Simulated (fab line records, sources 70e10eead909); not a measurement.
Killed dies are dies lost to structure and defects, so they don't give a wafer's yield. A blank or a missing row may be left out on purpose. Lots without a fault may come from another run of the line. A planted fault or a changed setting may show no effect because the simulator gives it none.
A struck lot beside a sound one | flow nand_harc | 42 steps out of a route of 1302
Sound: wafers L253.1, L253.2, L253.5. Struck: wafer L265.2. (L265.3, L265.6 of the same lot were not struck and are left out.) The cause comes at the end.
At each step with rows: each side's tool, then ch and its chambers, then its first start. Under that, the readings that differ: sound wafers | struck wafers | difference of the means | sigmas: that difference in standard deviations of wafers without a fault.
alike: readings whose means differ by less than 2 such deviations, and words and numbers that are the same on both sides. not compared: withheld readings, readings that some wafer has no value for, bounds like >300 that may hide the same value, and numbers for which the record gives no deviation and whose values overlap.
The two part at a step that has a row with sigmas, a row that says differs or no value, or rows on one side only. Numbers that don't overlap but have no deviation are shown without sigmas and don't part them. A reading that every wafer of one side lacks parts them only if that side has two wafers or more.

first, 4 steps without rows for these wafers: NHARC_A_SGD_CUT_SRD_19; NHARC_A_SGD_CUT_DEP_20 (deposits SiO2, target thk 150 nm); NHARC_A_SGD_CUT_ANNEAL_27 (time 1800 s); NHARC_A_SGD_CUT_CMP_21 (polishes, target thk 148.19 nm).
NHARC_A_SGD_CUT_THK_MEAS_22: measures by ellipsometry.
  sound on film_metro-01, day 20 04:10; struck on film_metro-01, day 24 06:23
  reading     | sound             | struck | difference | sigmas
  thk_nm (nm) | 149.9 149.4 150.4 | 146.6  | -3.3       | -2
then, 2 steps without rows for these wafers: NHARC_A_SGD_CUT_SRD_23; NHARC_A_SGD_CUT_ETCH_26 (etches SiO2 in dHF, target depth 45.8 nm).
NHARC_A_SGD_CUT_ETCHBACK_24: etches the open film in CH3F/O2, target depth 50 nm, time 92.857 s.
  sound on rie_diel-11 ch 0,1, day 20 04:25; struck on rie_diel-12 ch 2, day 24 06:37
  reading                        | sound                | struck | difference | sigmas
  chamber_pressure_mTorr (mTorr) | 25.056 25.010 25.029 | 25.137 | +0.105     | +4
  drypump_motor_current_A (A)    | 6.6 5.8 5.8          | 4.8    | -1.3       | -2
  alike: oes_product_au, rf_vpp_V, showerhead_plenum_p_Torr, throttle_valve_pct
  not compared: rf_hours_counter_h
then, 1 step without rows for these wafers: NHARC_A_SGD_CUT_STRIP_28 (strips in O2, time 20 s).
NHARC_A_SGD_CUT_INSPECT_25:
  sound on defect_inspect-01, day 20 04:40; struck on defect_inspect-01, day 24 06:51
  reading          | sound       | struck | difference | sigmas
  raw_defect_count | 425 371 583 | 651    | +191       | +2
NHARC_A_SLIT_DEP_25: deposits SiO2, target thk 200 nm.
  sound on pecvd-03 ch 0,1,2, day 20 04:44; struck on pecvd-01 ch 0, day 24 06:58
  reading                | sound          | struck | difference | sigmas
  throttle_valve_pct (%) | 15.7 16.7 15.9 | 14.9   | -1.2       | -3
  alike: heater_power_w
then, 1 step without rows for these wafers: NHARC_A_SLIT_DEP_00 (deposits aC, target thk 6200 nm).
NHARC_A_SLIT_DEP_23: deposits SiON, target thk 100 nm.
  sound on pecvd-03 ch 0,1, day 20 09:12; struck on pecvd-04 ch 0, day 24 13:32
  alike: heater_power_w
then, 8 steps without rows for these wafers: NHARC_A_SLIT_DEHYDRATE_01 (time 120 s); NHARC_A_SLIT_HMDS_02 (time 30 s); NHARC_A_SLIT_COAT_03 (resist thk 90 nm); NHARC_A_SLIT_SOFTBAKE_04 (time 55 s); NHARC_A_SLIT_EBR_05; NHARC_A_SLIT_EXPOSE_06 (exposes mask SLIT); NHARC_A_SLIT_PEB_07 (peb time 65 s); NHARC_A_SLIT_DEVELOP_08 (develop time 35 s).
NHARC_A_SLIT_CD_MEAS_09: target cd 300 nm.
  sound on cd_sem-03 ch 0, day 20 09:58; struck on cd_sem-02 ch 0, day 24 14:11
  alike: cd_nm
NHARC_A_SLIT_OVL_MEAS_10:
  sound on overlay-01, day 20 10:03; struck on overlay-02, day 24 14:17
  reading           | sound          | struck | difference | sigmas
  overlay_x_nm (nm) | -0.4 -0.5 -1.0 | 1.5    | +2.1       | +2
  overlay_y_nm (nm) | -0.6 -1.2 -0.4 | 1.4    | +2.1       | +3
NHARC_A_SLIT_INSPECT_11:
  sound on defect_inspect-01, day 20 10:05; struck on defect_inspect-01, day 24 14:19
  alike: raw_defect_count
then, 1 step without rows for these wafers: NHARC_A_SLIT_DESCUM_14 (chemistry O2, time 3 s).
NHARC_A_SLIT_ETCH_24: etches the open film in CF4/CHF3, target depth 121 nm, time 60.5 s.
  sound on rie_diel-13 ch 2,3, day 20 10:14; struck on rie_diel-13 ch 2, day 24 14:28
  alike: chamber_pressure_mTorr, drypump_motor_current_A, oes_product_au, rf_vpp_V, showerhead_plenum_p_Torr, throttle_valve_pct
  not compared: rf_hours_counter_h
NHARC_A_SLIT_ETCH_15: etches the open film in O2/COS, target depth 6200 nm, time 1612 s.
  sound on rie_diel-13 ch 0,1,2; struck on rie_diel-13 ch 1
  alike: chamber_pressure_mTorr, drypump_motor_current_A, oes_product_au, rf_vpp_V, showerhead_plenum_p_Torr, throttle_valve_pct
  not compared: rf_hours_counter_h
then, 4 steps without rows for these wafers: NHARC_A_SLIT_ETCH_17 (etches the open film in C4F8/O2/Ar, time 4254.5 s, target depth 20300 nm); NHARC_A_SLIT_ETCH_26 (etches the open film in C4F8/O2/Ar, time 90 s, target depth 400 nm); NHARC_A_SLIT_STRIP_28 (strips in O2/COS); NHARC_A_SLIT_ETCH_29 (etches the open film in CF4/O2, target depth 100 nm, overetch 10 nm, time 55 s).
NHARC_A_SLIT_STRIP_18: strips in O2.
  sound on rie_diel-06 ch 0,3; struck on rie_diel-13 ch 2
  alike: chamber_pressure_mTorr, drypump_motor_current_A, oes_product_au, rf_vpp_V, showerhead_plenum_p_Torr, throttle_valve_pct
  not compared: rf_hours_counter_h
then, 2 steps without rows for these wafers: NHARC_A_SLIT_PRECLEAN_19 (cleans in SC1); NHARC_A_SLIT_SRD_20.
NHARC_A_SLIT_CD_MEAS_21:
  sound on cd_sem-02, day 20 16:58; struck on cd_sem-02, day 24 20:43
  alike: cd_nm
then, 3 steps without rows for these wafers: NHARC_A_SIN_REMOVE_WET_00 (chemistry H3PO4, time 15300 s); NHARC_A_SIN_REMOVE_PRECLEAN_01 (cleans in SC1); NHARC_A_SIN_REMOVE_SRD_02.
NHARC_A_SIN_REMOVE_INSPECT_04:
  the record has rows for the sound wafers here (defect_inspect-02, day 20 23:40) and none for the struck ones
then, 2 steps without rows for these wafers: NHARC_A_WL_FILL_ALD_00 (deposits Al2O3, target thk 3 nm, pulse time 3 s, ald cycles 30); NHARC_A_WL_FILL_RTA_01 (time 5 s).
-- the record jumps here: 4 days lie between the struck wafers' starts before and after (it left off in module A_WL_FILL and takes up again in module END, whose first step shown is number 1302 of the route) --
NHARC_END_SORT_01:
  the record has rows for the struck wafers here (prober-02 ch 0, day 29 06:14) and none for the sound ones

WHERE THEY PART
First at NHARC_A_SGD_CUT_THK_MEAS_22; last, within this record, at NHARC_END_SORT_01.

WHY: what the simulator had put in
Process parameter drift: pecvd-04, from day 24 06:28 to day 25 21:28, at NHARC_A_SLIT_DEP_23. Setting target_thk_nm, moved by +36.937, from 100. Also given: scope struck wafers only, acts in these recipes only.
